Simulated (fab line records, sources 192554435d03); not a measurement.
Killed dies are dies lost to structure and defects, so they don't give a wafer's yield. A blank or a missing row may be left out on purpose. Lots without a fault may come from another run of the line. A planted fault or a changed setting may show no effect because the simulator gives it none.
Chamber matching | flow n5_finfet | N5_BEOL_M12_ETCH_38 on rie_diel-01: 4 sister chambers
The step etches SiCN in CF4/N2, target depth 68.7 nm, time 73.4 s. 8 wafers are shown with their chamber, then 10 later ones without.

WAFERS WITH THEIR CHAMBER
wafer  | chamber | throttle_valve_pct (%) | showerhead_plenum_p_Torr (Torr)
L080.3 | 3       | 15.01                  | 2.16
L082.4 | 3       | 15.02                  | 2.16
L082.6 | 1       | 15.59                  | 2.11
L086.3 | 0       | 15.50                  | 2.16
L086.4 | 2       | 15.44                  | 2.12
L086.5 | 2       | 15.45                  | 2.12
L087.1 | 1       | 15.63                  | 2.10
L087.2 | 0       | 15.50                  | 2.16

WAFERS WITHOUT THEIR CHAMBER
wafer  | throttle_valve_pct (%) | showerhead_plenum_p_Torr (Torr)
L087.3 | 15.46                  | 2.12
L088.1 | 15.53                  | 2.15
L088.2 | 15.63                  | 2.10
L088.6 | 15.47                  | 2.12
L091.2 | 15.52                  | 2.15
L091.4 | 15.65                  | 2.10
L091.5 | 15.52                  | 2.15
L094.1 | 15.55                  | 2.15
L094.3 | 15.67                  | 2.09
L094.4 | 15.54                  | 2.15

WHICH CHAMBER EACH WENT THROUGH
wafer  | from the rows above | in truth
L087.3 | 2                   | 2
L088.1 | 0                   | 0
L088.2 | 1                   | 1
L088.6 | 2                   | 2
L091.2 | 0                   | 0
L091.4 | 1                   | 1
L091.5 | 0                   | 0
L094.1 | 0                   | 0
L094.3 | 1                   | 1
L094.4 | 0                   | 0
Placed correctly: 10 of 10. Can't be placed from these rows: 0. Placed wrongly: 0.
How it was worked out, from the rows above alone: a wafer's distance from a chamber is the root of the sum, over the readings, of the square of ((its reading less the chamber's mean) divided by the reading's scatter). The wafer belongs to the nearest chamber; if the next one is less than 2 further off, it can't be placed. A chamber's mean is the mean of its shown wafers. The scatter: the root of (the sum of the squares of (reading less its chamber's mean) over the shown wafers, divided by (wafers less chambers)).
